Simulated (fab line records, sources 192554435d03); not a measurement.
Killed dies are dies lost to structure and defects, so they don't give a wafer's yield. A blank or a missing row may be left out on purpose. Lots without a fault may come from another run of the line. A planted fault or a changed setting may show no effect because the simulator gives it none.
Chamber matching | flow n5_finfet | N5_BEOL_M3_ILD_DEP_00 on pecvd-02: 3 sister chambers
The step deposits SiOC from DEMS/O2, target thk 79 nm, time 15.3 s. 14 wafers are shown with their chamber, then 6 later ones without.

WAFERS WITH THEIR CHAMBER
wafer  | chamber | heater_power_w (W) | throttle_valve_pct (%) | showerhead_plenum_p_Torr (Torr)
L252.1 | 1       | 569                | 11.7                   | 5.696
L252.3 | 0       | 364                | 12.9                   | 5.703
L252.6 | 0       | 354                | 12.4                   | 5.703
L254.3 | 0       | 385                | 12.5                   | 5.699
L254.4 | 2       | 418                | 11.2                   | 5.700
L254.5 | 0       | 377                | 12.4                   | 5.713
L255.2 | 0       | 421                | 12.9                   | 5.700
L255.4 | 2       | 428                | 11.2                   | 5.702
L255.5 | 0       | 415                | 12.6                   | 5.695
L268.2 | 2       | 435                | 11.7                   | 5.693
L268.3 | 0       | 381                | 13.0                   | 5.708
L268.6 | 1       | 546                | 12.2                   | 5.714
L265.2 | 2       | 456                | 11.5                   | 5.686
L265.4 | 2       | 454                | 11.3                   | 5.701

SIGNATURES (means of the wafers above)
reading                  | chamber 0 | chamber 1 | chamber 2 | scatter within a chamber
heater_power_w           | 385.29    | 557.50    | 438.20    | 21.4
throttle_valve_pct       | 12.671    | 11.950    | 11.380    | 0.254
showerhead_plenum_p_Torr | 5.70300   | 5.70500   | 5.69640   | 0.00714
Rule: a wafer's distance from a chamber is the root of the sum, over the readings, of the square of ((its reading less the chamber's mean) divided by the reading's scatter). The wafer belongs to the nearest chamber; if the next one is less than 2 further off, it can't be placed. The scatter: the root of (the sum of the squares of (reading less its chamber's mean) over the shown wafers, divided by (wafers less chambers)).

WAFERS WITHOUT THEIR CHAMBER
wafer  | heater_power_w (W) | throttle_valve_pct (%) | showerhead_plenum_p_Torr (Torr)
L269.2 | 416                | 11.4                   | 5.687
L269.3 | 407                | 12.7                   | 5.693
L269.4 | 404                | 11.3                   | 5.704
L266.4 | 414                | 11.6                   | 5.685
L266.5 | 391                | 12.7                   | 5.690
L266.6 | 499                | 12.2                   | 5.706

WHICH CHAMBER EACH WENT THROUGH
wafer  | from the rows above     | in truth
L269.2 | 2                       | 2
L269.3 | 0                       | 0
L269.4 | 2                       | 2
L266.4 | 2                       | 2
L266.5 | 0                       | 0
L266.6 | can't be placed: 1 or 2 | 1
Placed correctly: 5 of 6. Can't be placed from these rows: 1 (the true chamber is among the candidates in 1). Placed wrongly: 0.
